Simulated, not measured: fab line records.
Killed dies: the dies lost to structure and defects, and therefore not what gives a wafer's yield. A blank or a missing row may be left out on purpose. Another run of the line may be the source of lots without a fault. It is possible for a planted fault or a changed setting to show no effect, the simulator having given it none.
Matching of chambers	flow nand harc	cmp-01 running NHARC_P_CONTACT_CMP_01: 4 sister chambers
The step polishes SiO2, target thk 200 nm. 4 wafers are shown with their chamber, then 12 later ones without.

## EACH WAFER AND ITS CHAMBER
wafer	chamber	motor current A (A)
L082.3	2	12.5
L085.4	3	11.0
L089.2	0	12.7
L089.5	1	11.6

## WAFERS WHOSE CHAMBER IS MISSING
wafer	motor current A (A)
L091.1	13.1
L091.2	11.3
L091.5	12.8
L092.1	12.5
L092.5	12.0
L092.6	12.7
L096.1	10.6
L096.2	10.8
L096.3	13.2
L097.2	11.7
L097.3	11.2
L097.6	12.5

## THE CHAMBER EACH PASSED THROUGH
wafer	from the rows above	in truth
L091.1	can't be placed: 0 or 2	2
L091.2	can't be placed: 1 or 3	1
L091.5	can't be placed: 0 or 2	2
L092.1	can't be placed: 2 or 0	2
L092.5	can't be placed: 1 or 2 or 0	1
L092.6	can't be placed: 0 or 2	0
L096.1	3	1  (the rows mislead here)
L096.2	3	3
L096.3	can't be placed: 0 or 2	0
L097.2	1	1
L097.3	can't be placed: 3 or 1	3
L097.6	can't be placed: 2 or 0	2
Placed correctly: 2 of 12. Cannot be placed on the basis of these rows: 9; the candidates contain the true chamber in 9. Placed wrongly: 1.
How it was worked out, from the rows above alone: a wafer's distance from a chamber is the root of the sum, over the readings, of the square of ((its reading less the chamber's mean) divided by the reading's scatter). The wafer belongs to the nearest chamber; if the next one is less than 2 further off, it can't be placed. Each chamber's mean is taken over the wafers shown for it. The scatter: root of mean squared gap, hidden wafer to nearest shown wafer, with one shown wafer a chamber.
